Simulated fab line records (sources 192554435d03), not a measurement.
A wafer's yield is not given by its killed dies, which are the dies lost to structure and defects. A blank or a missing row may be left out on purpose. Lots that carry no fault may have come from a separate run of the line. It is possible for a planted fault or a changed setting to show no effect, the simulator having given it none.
Chamber matching :: flow n5_finfet :: N5_BEOL_M14_STRIP_37 on rie_diel-03: 4 sister chambers
The step strips in O2. 22 wafers are shown with their chamber, then 11 later ones without.

## WAFERS WITH THEIR CHAMBER
wafer: L076.1
chamber: 0
drypump_motor_current_A (A): 5.3
showerhead_plenum_p_Torr (Torr): 2.08
oes_product_au (a.u.): 0.70

wafer: L076.2
chamber: 3
drypump_motor_current_A (A): 5.5
showerhead_plenum_p_Torr (Torr): 2.04
oes_product_au (a.u.): 0.85

wafer: L076.4
chamber: 0
drypump_motor_current_A (A): 5.3
showerhead_plenum_p_Torr (Torr): 2.08
oes_product_au (a.u.): 0.69

wafer: L075.1
chamber: 1
drypump_motor_current_A (A): 6.6
showerhead_plenum_p_Torr (Torr): 2.03
oes_product_au (a.u.): 0.83

wafer: L075.2
chamber: 3
drypump_motor_current_A (A): 5.5
showerhead_plenum_p_Torr (Torr): 2.04
oes_product_au (a.u.): 0.85

wafer: L075.3
chamber: 0
drypump_motor_current_A (A): 5.3
showerhead_plenum_p_Torr (Torr): 2.08
oes_product_au (a.u.): 0.69

wafer: L077.2
chamber: 1
drypump_motor_current_A (A): 6.6
showerhead_plenum_p_Torr (Torr): 2.03
oes_product_au (a.u.): 0.83

wafer: L077.3
chamber: 0
drypump_motor_current_A (A): 5.3
showerhead_plenum_p_Torr (Torr): 2.08
oes_product_au (a.u.): 0.70

wafer: L077.5
chamber: 1
drypump_motor_current_A (A): 6.5
showerhead_plenum_p_Torr (Torr): 2.03
oes_product_au (a.u.): 0.82

wafer: L078.2
chamber: 3
drypump_motor_current_A (A): 5.5
showerhead_plenum_p_Torr (Torr): 2.03
oes_product_au (a.u.): 0.82

wafer: L078.3
chamber: 1
drypump_motor_current_A (A): 6.6
showerhead_plenum_p_Torr (Torr): 2.03
oes_product_au (a.u.): 0.82

wafer: L078.6
chamber: 0
drypump_motor_current_A (A): 5.3
showerhead_plenum_p_Torr (Torr): 2.08
oes_product_au (a.u.): 0.68

wafer: L079.1
chamber: 3
drypump_motor_current_A (A): 5.5
showerhead_plenum_p_Torr (Torr): 2.03
oes_product_au (a.u.): 0.84

wafer: L079.4
chamber: 0
drypump_motor_current_A (A): 5.3
showerhead_plenum_p_Torr (Torr): 2.08
oes_product_au (a.u.): 0.69

wafer: L079.6
chamber: 3
drypump_motor_current_A (A): 5.5
showerhead_plenum_p_Torr (Torr): 2.03
oes_product_au (a.u.): 0.85

wafer: L084.1
chamber: 2
drypump_motor_current_A (A): 6.0
showerhead_plenum_p_Torr (Torr): 2.14
oes_product_au (a.u.): 0.96

wafer: L084.2
chamber: 3
drypump_motor_current_A (A): 5.5
showerhead_plenum_p_Torr (Torr): 2.03
oes_product_au (a.u.): 0.83

wafer: L084.6
chamber: 2
drypump_motor_current_A (A): 6.0
showerhead_plenum_p_Torr (Torr): 2.14
oes_product_au (a.u.): 0.96

wafer: L082.1
chamber: 1
drypump_motor_current_A (A): 6.6
showerhead_plenum_p_Torr (Torr): 2.02
oes_product_au (a.u.): 0.82

wafer: L082.2
chamber: 3
drypump_motor_current_A (A): 5.5
showerhead_plenum_p_Torr (Torr): 2.03
oes_product_au (a.u.): 0.81

wafer: L082.6
chamber: 2
drypump_motor_current_A (A): 6.0
showerhead_plenum_p_Torr (Torr): 2.14
oes_product_au (a.u.): 0.94

wafer: L083.2
chamber: 2
drypump_motor_current_A (A): 6.0
showerhead_plenum_p_Torr (Torr): 2.14
oes_product_au (a.u.): 0.94

SIGNATURES (means of the wafers above)
reading: drypump_motor_current_A
chamber 0: 5.300
chamber 1: 6.580
chamber 2: 6.000
chamber 3: 5.500
scatter within a chamber: 0.0211

reading: showerhead_plenum_p_Torr
chamber 0: 2.0800
chamber 1: 2.0280
chamber 2: 2.1400
chamber 3: 2.0329
scatter within a chamber: 0.00352

reading: oes_product_au
chamber 0: 0.6917
chamber 1: 0.8240
chamber 2: 0.9500
chamber 3: 0.8357
scatter within a chamber: 0.0115
Rule: a wafer lies at a distance from a chamber equal to the root of the sum of squares, over the readings, of (its reading less the chamber's mean, divided by the reading's scatter). If the next closest chamber is less than 2 further off than the closest, the wafer can't be placed; otherwise it belongs to the closest. The scatter: take each reading less its chamber's mean, square it, sum over the shown wafers, divide by the number of wafers less the number of chambers, and take the root.

## WAFERS WITHOUT THEIR CHAMBER
wafer: L083.4
drypump_motor_current_A (A): 5.4
showerhead_plenum_p_Torr (Torr): 2.08
oes_product_au (a.u.): 0.68

wafer: L083.6
drypump_motor_current_A (A): 6.6
showerhead_plenum_p_Torr (Torr): 2.02
oes_product_au (a.u.): 0.81

wafer: L091.1
drypump_motor_current_A (A): 6.0
showerhead_plenum_p_Torr (Torr): 2.13
oes_product_au (a.u.): 0.90

wafer: L091.4
drypump_motor_current_A (A): 5.3
showerhead_plenum_p_Torr (Torr): 2.07
oes_product_au (a.u.): 0.67

wafer: L091.5
drypump_motor_current_A (A): 6.0
showerhead_plenum_p_Torr (Torr): 2.13
oes_product_au (a.u.): 0.91

wafer: L094.1
drypump_motor_current_A (A): 5.5
showerhead_plenum_p_Torr (Torr): 2.02
oes_product_au (a.u.): 0.80

wafer: L094.2
drypump_motor_current_A (A): 6.6
showerhead_plenum_p_Torr (Torr): 2.01
oes_product_au (a.u.): 0.79

wafer: L094.6
drypump_motor_current_A (A): 6.0
showerhead_plenum_p_Torr (Torr): 2.13
oes_product_au (a.u.): 0.87

wafer: L097.1
drypump_motor_current_A (A): 6.0
showerhead_plenum_p_Torr (Torr): 2.13
oes_product_au (a.u.): 0.90

wafer: L097.2
drypump_motor_current_A (A): 5.5
showerhead_plenum_p_Torr (Torr): 2.02
oes_product_au (a.u.): 0.79

wafer: L097.3
drypump_motor_current_A (A): 5.4
showerhead_plenum_p_Torr (Torr): 2.07
oes_product_au (a.u.): 1.00

## THE CHAMBER EACH PASSED THROUGH
wafer: L083.4
from the rows above: 0
in truth: 0

wafer: L083.6
from the rows above: 1
in truth: 1

wafer: L091.1
from the rows above: 2
in truth: 2

wafer: L091.4
from the rows above: 0
in truth: 0

wafer: L091.5
from the rows above: 2
in truth: 2

wafer: L094.1
from the rows above: 3
in truth: 3

wafer: L094.2
from the rows above: 1
in truth: 1

wafer: L094.6
from the rows above: 2
in truth: 2

wafer: L097.1
from the rows above: 2
in truth: 2

wafer: L097.2
from the rows above: 3
in truth: 3

wafer: L097.3
from the rows above: 3
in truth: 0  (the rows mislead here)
10 of 11 placed correctly. Can't be placed from these rows: 0. Placed wrongly: 1.
